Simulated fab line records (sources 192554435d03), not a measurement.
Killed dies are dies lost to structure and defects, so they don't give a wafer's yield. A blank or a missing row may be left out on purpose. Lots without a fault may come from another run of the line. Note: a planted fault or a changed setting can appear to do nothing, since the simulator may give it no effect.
fab line records	flow n5_finfet
[record] lots = 11	wafers = 33	last_day = 20
route steps=1938 shown MOL_CONTACT_COAG@537 PASSIVATION@1936
lots with no fault: from the same line, run without faults
start_h: the number of hours between the record's first day and the start of the first shown wafer of the lot	wait_h: hours from the lot's prior step to this one	" unchanged from the row above	L1.1+2: several wafers, shown together as one row	- no value, or no start was given	* or withheld: withheld	< > ~ a bound
route shown NAME@n: NAME is a module with steps in the file, n the number in the route of the first one	usual: mean/standard deviation taken from wafers without a fault	same: alike in all rows	chamber/n: place in a boat	sites: per-site readings	_std_site: the standard deviation of these	_edge_site: outer sites' mean less inner sites'	radius_mm: how far each site lies from the wafer's centre	mask NAME#n: copy n	behind: tool/chamber where the wafer was last shaped	hold: why the lot went on hold/how many hours it stayed there/how the hold came to an end	device: transistor that didn't switch, given as n, p or np	end of line: tests of these same wafers at the route's end	a step without rows: its recipe alone	killed: at the first sort, the dies lost to defects and structure; wafer yield is something else	map: the dies of a wafer, with x for killed, . for not killed, _ for no die there
set.NAME: the setting that was run; set.NAME@STEP: the one run at that earlier step	model.NAME: the simulator's own value behind a step, which no gauge read
route steps across a sampled set of lots; one table per step, one row per wafer
services: from which hour (start_h, from the record's first day; less than 0 if before it) a tool's chamber was out of use, for how many hours, and why
[[steps]]
[step N5_MOL_CONTACT_COAG_ETCH_15]
[recipe] chemistry = CH3F/O2	target = SiNx	target_depth_a = 70	mask_material = SOC	stop_on = Si:P	over_etch_frac = 0.75	ion_energy_ev = 120	pressure_mtorr = 30	source_w = 395	bias_w = 73	Ar_flow_sccm = 150	CH3F_flow_sccm = 30	O2_flow_sccm = 20
[usual] drypump_motor_current_A = 5.8/0.42	oes_product_au = 0.55/0.046	rf_fwd_power_W = 392.1/1.3	rf_vpp_V = 298.8/2.6	showerhead_plenum_p_Torr = 2.01/0.039	throttle_valve_pct = 16.32/0.15
lot.wafer	tool	chamber	start_h	wait_h	drypump_motor_current_A	oes_product_au	rf_fwd_power_W	rf_hours_counter_h	rf_vpp_V	showerhead_plenum_p_Torr	throttle_valve_pct
L275.2	rie_diel-05	1	97.53	0.0	6.3	0.66	389.9	16	299.7	1.96	15.97
L275.4	"	3	"	"	5.5	0.55	392.1	144	297.5	2.09	16.27
L275.6	"	0	"	"	6.1	0.57	393.7	-	297.5	2.02	16.34
L276.1	rie_diel-04	2	99.36	0.0	6.2	0.56	392.6	161	297.4	1.99	16.30
L276.4	"	0	"	"	6.0	0.51	393.3	199	298.2	1.98	16.23
L276.6	"	1	"	"	5.3	0.52	391.9	-	299.3	2.07	16.31
L277.1	rie_diel-02	3	110.30	0.0	5.8	0.53	390.4	206	302.6	2.06	16.47
L277.2	"	2	"	"	4.9	0.56	391.5	138	300.6	2.01	16.50
L277.5	"	1	"	"	5.7	0.55	391.9	-	300.8	2.01	16.44
L278.1	rie_diel-04	1	112.57	0.0	5.4	0.52	392.5	194	301.3	2.07	16.31
L278.3	"	2	"	"	6.2	0.55	393.6	166	297.9	1.99	16.31
L278.4	"	0	"	"	6.0	0.51	392.1	204	297.9	1.98	16.23
L282.3	rie_diel-02	0	145.14	0.0	6.3	0.64	392.3	45	302.6	2.03	16.18
L282.5	"	0	"	"	6.3	0.64	392.3	-	300.3	2.03	16.18
L282.6	"	1	"	"	5.7	0.55	392.2	-	302.7	2.00	16.43
L283.1	rie_diel-02	0	149.71	0.0	6.2	0.63	390.5	47	301.0	2.03	16.18
L283.5	"	1	"	"	5.7	0.54	390.8	-	301.8	2.00	16.43
L283.6	"	2	"	"	4.9	0.55	391.7	-	300.5	2.00	16.54
L284.3	rie_diel-05	3	162.27	0.0	5.5	0.55	390.1	162	296.2	2.08	16.30
L284.5	"	1	"	"	6.3	0.64	391.6	-	300.1	1.96	16.02
L284.6	"	2	"	"	5.7	0.53	393.4	-	296.9	1.99	16.21
L286.2	rie_diel-04	1	177.20	0.0	5.4	0.52	393.7	207	302.2	2.07	16.33
L286.3	"	3	"	"	5.4	0.50	392.6	215	291.7	2.07	16.52
L286.6	"	0	"	"	6.0	0.50	392.1	-	296.3	1.97	16.26
L289.2	rie_diel-04	3	191.29	0.0	5.3	0.50	391.9	220	292.2	2.07	16.53
L289.4	"	0	"	"	6.0	0.50	392.7	228	298.3	1.97	16.27
L289.5	"	3	"	"	5.3	0.50	391.1	-	293.0	2.07	16.54
L295.1	rie_diel-02	0	225.42	0.0	6.2	0.62	391.8	77	300.2	2.02	16.25
L295.4	"	1	"	"	5.7	0.53	389.7	191	300.8	1.99	16.50
L295.6	"	1	"	"	5.7	0.53	390.7	-	300.5	1.99	16.51
L296.1	rie_diel-05	3	232.00	0.0	5.4	0.53	390.5	188	298.1	2.07	16.34
L296.3	"	1	"	"	6.3	0.61	392.0	60	298.1	1.95	16.06
L296.6	"	2	"	"	5.7	0.52	393.9	-	296.4	1.99	16.26
[step N5_MOL_CONTACT_COAG_ETCH_110]
[recipe] chemistry = CF4/O2	target = Si	target_depth_a = 25	time_s = 8	pressure_mtorr = 100	source_w = 200	bias_w = 12	ion_energy_ev = 60	Ar_flow_sccm = 100	cf4_flow_sccm = 100	O2_flow_sccm = 10
[usual] drypump_motor_current_A = 5.8/0.42	oes_product_au = 0.75/0.064	rf_fwd_power_W = 198.2/0.76	rf_vpp_V = 128.0/1.4	showerhead_plenum_p_Torr = 2.24/0.04	throttle_valve_pct = 10.78/0.19
lot.wafer	tool	chamber	start_h	wait_h	drypump_motor_current_A	oes_product_au	rf_fwd_power_W	rf_hours_counter_h	rf_vpp_V	showerhead_plenum_p_Torr	throttle_valve_pct
L275.2	rie_diel-05	1	97.59	0.0	6.3	0.90	197.0	16	128.8	2.19	10.32
L275.4	"	3	"	"	5.5	0.76	198.1	144	128.1	2.31	10.72
L275.6	"	0	"	"	6.1	0.78	199.5	-	126.2	2.24	10.71
L276.1	rie_diel-04	2	99.42	0.0	6.2	0.76	198.8	161	126.5	2.22	10.77
L276.4	"	0	"	"	6.0	0.69	198.4	199	127.6	2.21	10.77
L276.6	"	1	"	"	5.3	0.72	199.2	-	128.9	2.30	10.79
L277.1	rie_diel-02	3	110.36	0.0	5.8	0.72	198.1	206	127.6	2.29	10.98
L277.2	"	2	"	"	4.9	0.77	198.4	138	129.2	2.23	10.92
L277.5	"	1	"	"	5.7	0.76	197.6	-	130.5	2.23	10.85
L278.1	rie_diel-04	1	112.63	0.0	5.3	0.71	199.7	194	130.2	2.29	10.80
L278.3	"	2	"	"	6.2	0.76	199.6	166	127.2	2.22	10.79
L278.4	"	0	"	"	6.0	0.69	200.1	204	128.4	2.21	10.79
L282.3	rie_diel-02	0	145.20	0.0	6.2	0.87	198.5	45	129.4	2.26	10.53
L282.5	"	0	"	"	6.2	0.87	197.7	-	126.4	2.26	10.50
L282.6	"	1	"	"	5.7	0.75	197.1	-	129.1	2.23	10.87
L283.1	rie_diel-02	0	149.77	0.0	6.2	0.86	198.4	47	129.4	2.26	10.51
L283.5	"	1	"	"	5.7	0.75	197.0	-	128.7	2.23	10.87
L283.6	"	2	"	"	4.9	0.75	198.0	-	129.8	2.23	10.95
L284.3	rie_diel-05	3	162.33	0.0	5.4	0.75	198.3	162	126.6	2.31	10.78
L284.5	"	1	"	"	6.3	0.87	197.3	-	128.8	2.18	10.38
L284.6	"	2	"	"	5.7	0.72	198.1	-	127.6	2.21	10.71
L286.2	rie_diel-04	1	177.26	0.0	5.3	0.70	198.6	207	128.9	2.29	10.85
L286.3	"	3	"	"	5.4	0.68	197.3	215	125.3	2.30	11.04
L286.6	"	0	"	"	6.0	0.68	199.3	-	128.1	2.20	10.86
L289.2	rie_diel-04	3	191.35	0.0	5.3	0.68	198.3	220	126.5	2.30	11.04
L289.4	"	0	"	"	6.0	0.67	199.3	228	126.4	2.20	10.86
L289.5	"	3	"	"	5.4	0.67	197.6	-	126.8	2.29	11.04
L295.1	rie_diel-02	0	225.48	0.0	6.2	0.83	196.7	77	127.6	2.25	10.60
L295.4	"	1	"	"	5.7	0.72	196.9	191	129.8	2.22	10.95
L295.6	"	1	"	"	5.7	0.72	197.1	-	129.9	2.22	10.95
L296.1	rie_diel-05	3	232.06	0.0	5.4	0.72	197.6	188	128.1	2.30	10.85
L296.3	"	1	"	"	6.3	0.83	197.1	60	128.7	2.17	10.46
L296.6	"	2	"	"	5.7	0.71	198.2	-	127.5	2.20	10.78
[step N5_MOL_CONTACT_COAG_CD_MEAS_99]
[recipe] target_cd_nm = 17.2	polarity = opening
[usual] cd_nm = 17.1/0.32
lot.wafer	tool	chamber	start_h	wait_h	cd_nm
L275.2	cd_sem-03	-	97.71	-	17.2
L275.4	"	-	"	"	17.4
L275.6	"	-	"	"	17.1
L276.1	cd_sem-02	-	99.54	-	17.0
L276.4	"	-	"	"	16.9
L276.6	"	-	"	"	17.4
L277.1	cd_sem-02	-	110.48	-	17.1
L277.2	"	-	"	"	16.7
L277.5	"	-	"	"	17.4
L278.1	cd_sem-01	-	112.75	-	16.9
L278.3	"	-	"	"	17.4
L278.4	"	-	"	"	17.0
L282.3	cd_sem-03	-	145.32	-	17.3
L282.5	"	-	"	"	16.9
L282.6	"	-	"	"	17.5
L283.1	cd_sem-01	-	149.89	-	17.1
L283.5	"	-	"	"	17.8
L283.6	"	-	"	"	17.2
L284.3	cd_sem-01	-	162.45	-	17.1
L284.5	"	-	"	"	17.1
L284.6	"	-	"	"	17.7
L286.2	cd_sem-01	-	177.38	-	16.6
L286.3	"	-	"	"	16.9
L286.6	"	-	"	"	16.8
L289.2	cd_sem-01	-	191.47	-	16.9
L289.4	"	-	"	"	17.3
L289.5	"	-	"	"	16.5
L295.1	cd_sem-02	-	225.59	-	17.1
L295.4	"	-	"	"	17.7
L295.6	"	-	"	"	17.0
L296.1	cd_sem-02	-	232.17	-	17.3
L296.3	"	-	"	"	17.2
L296.6	"	-	"	"	17.4
[step N5_MOL_CONTACT_COAG_ALD_20]
[recipe] material = TiN	target_thk_a = 15	temp_c = 400	ald_precursor_family = TiCl4	ald_co_reactant = NH3	pulse_time_s = 1	purge_time_s = 3	co_reactant_purge_time_s = 2	co_reactant_pulse_time_s = 2	ald_cycles = 68	pressure_torr = 3
[usual] heater_power_w = 926/98	precursor_pulse_height_rel = 1.000/0.019	susceptor_temp_C = 399.99/0.2
lot.wafer	tool	chamber	start_h	wait_h	heater_power_w	precursor_pulse_height_rel	susceptor_temp_C
L275.2	ald_metal-04	3	100.39	0.1	1017	0.987	400.06
L275.4	"	0	"	"	1107	1.010	399.93
L275.6	"	1	"	"	949	0.983	400.12
L276.1	ald_metal-03	0	100.93	0.1	897	0.995	399.83
L276.4	"	3	"	"	942	1.021	400.09
L276.6	"	0	"	"	866	1.010	399.69
L277.1	ald_metal-04	1	111.10	0.1	936	1.010	400.24
L277.2	"	3	"	"	1024	0.996	399.81
L277.5	"	3	"	"	989	1.008	399.76
L278.1	ald_metal-04	1	113.34	0.1	884	1.007	399.86
L278.3	"	3	"	"	1035	1.000	399.91
L278.4	"	1	"	"	948	1.021	399.94
L282.3	ald_metal-04	2	145.89	0.1	741	0.995	400.06
L282.5	"	1	"	"	934	0.968	399.90
L282.6	"	0	"	"	1103	0.984	400.02
L283.1	ald_metal-04	1	152.60	0.1	936	1.002	400.15
L283.5	"	2	"	"	756	0.996	400.25
L283.6	"	1	"	"	931	0.964	400.29
L284.3	ald_metal-02	1	163.02	0.1	909	0.980	400.15
L284.5	"	0	"	"	909	0.994	399.88
L284.6	"	3	"	"	939	0.964	400.00
L286.2	ald_metal-02	1	178.19	0.1	912	1.003	399.67
L286.3	"	0	"	"	908	0.967	399.92
L286.6	"	2	"	"	850	0.988	399.84
L289.2	ald_metal-03	3	192.08	0.1	910	1.025	399.89
L289.4	"	1	"	"	801	0.982	399.97
L289.5	"	0	"	"	876	1.015	399.74
L295.1	ald_metal-04	1	227.67	0.1	786	1.012	374.56
L295.4	"	3	"	"	875	0.999	375.15
L295.6	"	0	"	"	924	1.014	374.42
L296.1	ald_metal-04	0	233.56	0.1	931	0.968	374.70
L296.3	"	2	"	"	646	0.984	374.68
L296.6	"	0	"	"	918	0.992	374.48
[step N5_PASSIVATION_PROBE_49]
[usual] killed_at_M0_to_M3 = 37/12	killed_at_M4_up = 15/5.6	killed_at_contacts = 13/6.9	killed_at_front_end = 40/11	killed_at_other = 4/3.2	killed_dies = 109/20	killed_open = 73/15	killed_short = 35/8.3
[same] gross_dies = 1180	killed_at_back_side = 0
lot.wafer	tool	chamber	start_h	wait_h	killed_at_M0_to_M3	killed_at_M4_up	killed_at_contacts	killed_at_front_end	killed_at_other	killed_dies	killed_open	killed_short
L275.2	prober-01	-	341.71	0.1	36	24	6	26	4	96	61	34
L275.4	prober-01	-	341.81	0.2	23	22	8	26	1	80	60	18
L275.6	prober-01	-	341.91	0.3	62	30	6	32	2	132	84	47
L276.1	prober-01	-	346.84	0.0	39	7	7	32	5	90	56	34
L276.4	prober-01	-	346.99	0.2	32	15	19	45	4	115	65	50
L276.6	prober-01	-	347.09	0.3	33	7	15	38	13	106	68	38
L277.1	prober-02	-	356.98	0.0	21	12	9	30	1	73	46	27
L277.2	prober-02	-	357.03	0.1	32	22	8	30	2	94	56	37
L277.5	prober-02	-	357.18	0.2	21	13	12	29	1	76	54	22
L278.1	prober-02	-	363.73	0.0	34	10	24	43	4	115	74	39
L278.3	prober-02	-	363.83	0.1	30	10	15	42	0	97	63	33
L278.4	prober-02	-	363.88	0.2	23	10	18	46	4	101	62	37
L283.1	prober-01	-	380.74	0.0	34	15	4	65	0	118	80	37
L283.5	prober-01	-	380.94	0.2	54	17	5	46	5	127	86	35
L283.6	prober-01	-	380.99	0.3	47	19	7	46	2	121	84	36
L282.3	prober-01	-	387.63	0.1	20	12	8	63	2	105	79	24
L282.5	prober-01	-	387.73	0.2	38	8	13	50	4	113	71	42
L282.6	prober-01	-	387.78	0.3	26	9	8	53	4	100	61	37
L284.3	prober-01	-	398.08	0.1	72	8	15	22	2	119	82	36
L284.5	prober-01	-	398.18	0.2	74	17	12	45	0	148	104	43
L284.6	prober-01	-	398.23	0.3	73	4	9	53	8	147	103	44
L286.2	prober-02	-	403.14	0.1	16	10	10	42	1	79	46	33
L286.3	prober-02	-	403.19	0.1	24	12	9	39	3	87	56	31
L286.6	prober-02	-	403.34	0.3	31	20	17	33	6	107	79	27
L289.2	prober-02	-	424.92	0.1	28	28	8	44	4	112	69	41
L289.4	prober-02	-	425.02	0.2	47	16	7	76	2	148	107	39
L289.5	prober-02	-	425.07	0.2	31	19	6	33	3	92	59	32
L296.1	prober-02	-	464.55	0.0	29	11	14	23	7	84	50	34
L296.3	prober-02	-	464.65	0.1	28	16	8	33	4	89	57	31
L296.6	prober-02	-	464.80	0.3	24	8	4	36	11	83	50	33
L295.1	prober-02	-	482.32	0.0	47	18	7	50	2	124	85	37
L295.4	prober-02	-	482.47	0.2	29	20	12	44	5	110	71	37
L295.6	prober-02	-	482.57	0.3	31	11	9	35	4	90	62	24
// killed by level:class
L275.2 BEOL_M4:geometric_particle:open=13 BEOL_M0_SAQP:geometric_particle:short=11 BEOL_M0_SAQP:geometric_particle:open=9 BEOL_M2:geometric_particle:open=6 DUMMY_GATE:geometric_particle:open=5 FIN_SAQP:geometric_particle:open=4 MOL_CONTACT_COAG:geometric_particle:open=4 STI_FIN_REVEAL:geometric_particle:open=3
L275.4 BEOL_M4:geometric_particle:open=12 MOL_CONTACT_COAG:geometric_particle:open=7 DUMMY_GATE:geometric_particle:open=6 BEOL_M0_SAQP:geometric_particle:open=5 BEOL_M3:geometric_particle:open=5 STI_FIN_REVEAL:geometric_particle:open=4 BEOL_M5:geometric_particle:open=4 BEOL_M0_SAQP:geometric_particle:short=4
L275.6 STI_FIN_REVEAL:geometric_particle:open=11 BEOL_M4:geometric_particle:open=11 BEOL_M0_SAQP:geometric_particle:open=9 BEOL_M0_SAQP:geometric_particle:short=8 BEOL_M2:geometric_particle:open=8 BEOL_M3:geometric_particle:open=8 FIN_SAQP:geometric_particle:open=7 BEOL_M0:geometric_particle:open=7
L276.1 BEOL_M0_SAQP:geometric_particle:open=9 FIN_SAQP:geometric_particle:open=8 BEOL_M0_SAQP:geometric_particle:short=8 BEOL_M1:geometric_particle:open=8 GATE_CUT:geometric_particle:open=5 BEOL_M2:geometric_particle:open=5 BEOL_M1:geometric_particle:short=5 FIN_SAQP:geometric_particle:short=4
L276.4 STI_FIN_REVEAL:geometric_particle:open=14 MOL_CONTACT_COAG:geometric_particle:open=11 FIN_SAQP:geometric_particle:short=10 BEOL_M0_SAQP:geometric_particle:open=9 MOL_CONTACT_COAG:geometric_particle:short=8 BEOL_M0_SAQP:geometric_particle:short=7 BEOL_M4:geometric_particle:open=7 BEOL_M3:geometric_particle:open=5
L276.6 STI_FIN_REVEAL:geometric_particle:open=17 FIN_SAQP:geometric_particle:open=8 MOL_CONTACT_COAG:geometric_particle:open=8 BEOL_M2:geometric_particle:open=8 MOL_CONTACT_COAG:geometric_particle:short=7 MIM_TOP:geometric_particle:short=7 BEOL_M0_SAQP:geometric_particle:open=6 STI_FIN_REVEAL:geometric_particle:short=4
L277.1 FIN_SAQP:geometric_particle:open=9 FIN_SAQP:geometric_particle:short=9 MOL_CONTACT_COAG:geometric_particle:open=7 BEOL_M2:geometric_particle:open=4 STARTING-WAFER:geometric_particle:short=4 BEOL_M0_SAQP:geometric_particle:short=3 BEOL_M0_SAQP:geometric_particle:open=3 BEOL_M3:geometric_particle:open=3
L277.2 BEOL_M4:geometric_particle:open=12 BEOL_M0_SAQP:geometric_particle:short=8 BEOL_M1:geometric_particle:open=7 FIN_SAQP:geometric_particle:open=6 MOL_CONTACT_COAG:geometric_particle:open=6 BEOL_M2:geometric_particle:open=6 DUMMY_GATE:geometric_particle:open=5 FIN_SAQP:geometric_particle:short=4
L277.5 MOL_CONTACT_COAG:geometric_particle:open=10 BEOL_M4:geometric_particle:open=7 BEOL_M2:geometric_particle:open=7 DUMMY_GATE:geometric_particle:open=5 FIN_SAQP:geometric_particle:open=4 GATE_CUT:geometric_particle:short=4 BEOL_M0_SAQP:geometric_particle:open=4 STARTING-WAFER:geometric_particle:short=4
L278.1 MOL_CONTACT_COAG:geometric_particle:open=19 STI_FIN_REVEAL:geometric_particle:open=12 BEOL_M2:geometric_particle:open=10 FIN_SAQP:geometric_particle:short=7 BEOL_M0_SAQP:geometric_particle:short=6 MOL_CONTACT_COAG:geometric_particle:short=5 BEOL_M0:geometric_particle:open=5 FIN_SAQP:geometric_particle:open=4
L278.3 BEOL_M2:geometric_particle:open=13 STI_FIN_REVEAL:geometric_particle:open=11 MOL_CONTACT_COAG:geometric_particle:open=11 FIN_SAQP:geometric_particle:short=7 FIN_SAQP:geometric_particle:open=5 MOL_CONTACT_COAG:geometric_particle:short=4 BEOL_M0_SAQP:geometric_particle:short=4 BEOL_M1:geometric_particle:open=4
L278.4 MOL_CONTACT_COAG:geometric_particle:open=13 FIN_SAQP:geometric_particle:open=10 BEOL_M2:geometric_particle:open=9 FIN_SAQP:geometric_particle:short=6 STI_FIN_REVEAL:geometric_particle:open=6 STI_FIN_REVEAL:geometric_particle:short=5 DUMMY_GATE:geometric_particle:open=5 MOL_CONTACT_COAG:geometric_particle:short=5
L283.1 BEOL_M3:geometric_particle:open=18 STI_FIN_REVEAL:geometric_particle:open=17 FIN_SAQP:geometric_particle:short=15 FIN_SAQP:geometric_particle:open=9 DUMMY_GATE:geometric_particle:open=7 STI_FIN_REVEAL:geometric_particle:short=7 BEOL_M4:geometric_particle:open=6 MOL_CONTACT_COAG:geometric_particle:open=4
L283.5 STI_FIN_REVEAL:geometric_particle:open=20 BEOL_M3:geometric_particle:open=13 BEOL_M2:geometric_particle:open=11 BEOL_M0_SAQP:geometric_particle:short=10 BEOL_M0_SAQP:geometric_particle:open=6 BEOL_M1:geometric_particle:open=6 BEOL_M4:geometric_particle:open=6 FIN_SAQP:geometric_particle:short=5
L283.6 BEOL_M2:geometric_particle:open=16 FIN_SAQP:geometric_particle:short=13 BEOL_M4:geometric_particle:open=13 FIN_SAQP:geometric_particle:open=12 BEOL_M0_SAQP:geometric_particle:open=9 STI_FIN_REVEAL:geometric_particle:open=6 MOL_CONTACT_COAG:geometric_particle:open=6 BEOL_M3:geometric_particle:open=5
L282.3 FIN_SAQP:geometric_particle:open=24 FIN_SAQP:geometric_particle:short=10 STI_FIN_REVEAL:geometric_particle:open=9 MOL_CONTACT_COAG:geometric_particle:open=8 BEOL_M4:geometric_particle:open=6 BEOL_M2:geometric_particle:open=5 GATE_CUT:geometric_particle:short=5 DUMMY_GATE:geometric_particle:open=4
L282.5 STI_FIN_REVEAL:geometric_particle:open=12 MOL_CONTACT_COAG:geometric_particle:open=10 BEOL_M3:geometric_particle:open=10 FIN_SAQP:geometric_particle:short=6 GATE_CUT:geometric_particle:short=6 BEOL_M0_SAQP:geometric_particle:short=6 FIN_SAQP:geometric_particle:open=5 STI_FIN_REVEAL:geometric_particle:short=5
L282.6 FIN_SAQP:geometric_particle:open=9 STI_FIN_REVEAL:geometric_particle:open=9 FIN_SAQP:geometric_particle:short=7 GATE_CUT:geometric_particle:short=6 MOL_CONTACT_COAG:geometric_particle:open=6 BEOL_M4:geometric_particle:open=5 BEOL_M2:geometric_particle:open=5 DUMMY_GATE:geometric_particle:open=4
L284.3 BEOL_M2:geometric_particle:open=21 BEOL_M3:geometric_particle:open=17 MOL_CONTACT_COAG:geometric_particle:open=12 BEOL_M0_SAQP:geometric_particle:short=11 BEOL_M0_SAQP:geometric_particle:open=10 FIN_SAQP:geometric_particle:short=4 STI_FIN_REVEAL:geometric_particle:open=4 DUMMY_GATE:geometric_particle:open=4
L284.5 BEOL_M2:geometric_particle:open=21 BEOL_M3:geometric_particle:open=19 MOL_CONTACT_COAG:geometric_particle:open=11 STI_FIN_REVEAL:geometric_particle:open=10 BEOL_M0_SAQP:geometric_particle:open=9 BEOL_M0_SAQP:geometric_particle:short=9 BEOL_M4:geometric_particle:open=8 FIN_SAQP:geometric_particle:short=6
L284.6 BEOL_M2:geometric_particle:open=24 BEOL_M0_SAQP:geometric_particle:open=14 FIN_SAQP:geometric_particle:open=13 STI_FIN_REVEAL:geometric_particle:open=12 BEOL_M0_SAQP:geometric_particle:short=9 BEOL_M2:geometric_particle:short=9 MOL_CONTACT_COAG:geometric_particle:open=8 BEOL_M3:geometric_particle:open=7
L286.2 STI_FIN_REVEAL:geometric_particle:open=14 MOL_CONTACT_COAG:geometric_particle:open=8 GATE_CUT:geometric_particle:short=6 BEOL_M2:geometric_particle:open=4 FIN_SAQP:geometric_particle:short=3 FIN_SAQP:geometric_particle:open=3 DUMMY_GATE:geometric_particle:open=3 BEOL_M0_SAQP:geometric_particle:short=3
L286.3 STI_FIN_REVEAL:geometric_particle:open=12 MOL_CONTACT_COAG:geometric_particle:open=8 DUMMY_GATE:geometric_particle:open=5 BEOL_M0:geometric_particle:open=5 STI_FIN_REVEAL:geometric_particle:short=4 DUMMY_GATE:geometric_particle:short=4 BEOL_M0_SAQP:geometric_particle:open=4 BEOL_M3:geometric_particle:open=4
L286.6 STI_FIN_REVEAL:geometric_particle:open=17 MOL_CONTACT_COAG:geometric_particle:open=15 BEOL_M2:geometric_particle:open=13 BEOL_M4:geometric_particle:open=11 BEOL_M0_SAQP:geometric_particle:open=6 STI_FIN_REVEAL:geometric_particle:short=5 BEOL_M0_SAQP:geometric_particle:short=5 FIN_SAQP:geometric_particle:open=3
L289.2 BEOL_M4:geometric_particle:open=16 FIN_SAQP:geometric_particle:short=15 DUMMY_GATE:geometric_particle:open=7 MOL_CONTACT_COAG:geometric_particle:open=7 BEOL_M2:geometric_particle:open=7 BEOL_M4:geometric_particle:short=7 BEOL_M1:geometric_particle:open=5 FIN_SAQP:geometric_particle:open=4
L289.4 FIN_SAQP:geometric_particle:short=17 STI_FIN_REVEAL:geometric_particle:open=16 BEOL_M0_SAQP:geometric_particle:open=15 FIN_SAQP:geometric_particle:open=14 BEOL_M2:geometric_particle:open=13 BEOL_M4:geometric_particle:open=9 BEOL_M1:geometric_particle:open=8 DUMMY_GATE:geometric_particle:open=7
L289.5 BEOL_M4:geometric_particle:open=11 FIN_SAQP:geometric_particle:open=7 BEOL_M0_SAQP:geometric_particle:short=7 BEOL_M0_SAQP:geometric_particle:open=7 BEOL_M3:geometric_particle:open=7 MOL_CONTACT_COAG:geometric_particle:open=5 FIN_SAQP:geometric_particle:short=3 SDB:geometric_particle:short=3
L296.1 MOL_CONTACT_COAG:geometric_particle:open=14 BEOL_M0_SAQP:geometric_particle:short=10 BEOL_M0_SAQP:geometric_particle:open=10 FIN_SAQP:geometric_particle:short=9 BEOL_M1:geometric_particle:open=5 BEOL_M4:geometric_particle:open=4 FIN_SAQP:geometric_particle:open=3 DUMMY_GATE:geometric_particle:open=3
L296.3 FIN_SAQP:geometric_particle:open=7 MOL_CONTACT_COAG:geometric_particle:open=7 BEOL_M4:geometric_particle:open=6 FIN_SAQP:geometric_particle:short=5 BEOL_M1:geometric_particle:open=5 BEOL_M2:geometric_particle:open=5 STARTING-WAFER:geometric_particle:short=5 ILD0:geometric_particle:open=4
L296.6 ILD0:geometric_particle:short=7 GATE_CUT:geometric_particle:short=6 BEOL_M0_SAQP:geometric_particle:short=6 BEOL_M0_SAQP:geometric_particle:open=5 BEOL_M1:geometric_particle:open=5 FIN_SAQP:geometric_particle:open=4 MIM_BOT:geometric_particle:open=4 DUMMY_GATE:geometric_particle:open=3
L295.1 BEOL_M0_SAQP:geometric_particle:short=13 BEOL_M3:geometric_particle:open=12 STI_FIN_REVEAL:geometric_particle:open=9 BEOL_M0_SAQP:geometric_particle:open=8 BEOL_M4:geometric_particle:open=8 GATE_CUT:geometric_particle:short=7 GATE_CUT:geometric_particle:open=7 BEOL_M0:geometric_particle:open=7
L295.4 FIN_SAQP:geometric_particle:open=9 DUMMY_GATE:geometric_particle:open=9 MOL_CONTACT_COAG:geometric_particle:open=9 BEOL_M0_SAQP:geometric_particle:short=7 BEOL_M4:geometric_particle:open=6 STI_FIN_REVEAL:geometric_particle:open=5 BEOL_M1:geometric_particle:open=5 DUMMY_GATE:geometric_particle:short=4
L295.6 MOL_CONTACT_COAG:geometric_particle:open=8 BEOL_M3:geometric_particle:open=7 FIN_SAQP:geometric_particle:open=6 STI_FIN_REVEAL:geometric_particle:open=6 BEOL_M0_SAQP:geometric_particle:open=5 BEOL_M0:geometric_particle:open=5 BEOL_M2:geometric_particle:open=5 BEOL_M4:geometric_particle:open=5
[[services]]
tool	chamber	start_h	hours	kind
rie_diel-02	-	91.19	4.7	repair
ald_metal-04	2	96.85	29.0	repair
ald_metal-03	-	134.16	8.7	pm
rie_diel-04	1	137.43	26.9	repair
rie_diel-04	-	140.31	15.6	pm
ald_metal-04	2	175.75	5.2	repair
ald_metal-04	-	187.25	6.0	pm
rie_diel-02	-	187.57	0.5	repair
ald_metal-02	-	198.58	0.5	repair
ald_metal-02	2	200.19	24.2	repair
rie_diel-05	1	217.15	4.6	repair
rie_diel-02	1	217.15	5.2	repair
rie_diel-04	3	230.56	7.6	repair
[[key]]
[first_sign] step = N5_MOL_CONTACT_COAG_ALD_20	reading = susceptor_temp_C	direction = down	sigmas = 99+	usual = *	struck = *
effect none on later readings
met_at N5_MOL_CONTACT_COAG_ALD_20
struck_lots L295,L296
tester_left_out L295,L296
not_acting_at N5_MOL_CONTACT_COAG_ETCH_15,N5_MOL_CONTACT_COAG_ETCH_110,N5_MOL_CONTACT_COAG_CD_MEAS_99
onset_between 152.60 227.67
[fault] kind = process_parameter_drift	tool = ald_metal-04	chamber = -	onset_h = 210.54	steps = N5_MOL_CONTACT_COAG_ALD_20	channel = temp_c	offset = *	shape = step	end_h = 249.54	acts_in = *	stated = *
// tester_left_out: of these lots the tester's yield and bins aren't shown, on N5 and GAA mostly nor the transistor test; their killed dies are dies lost to structure and defects alone, not to doping, threshold or leakage, so they don't give the yield
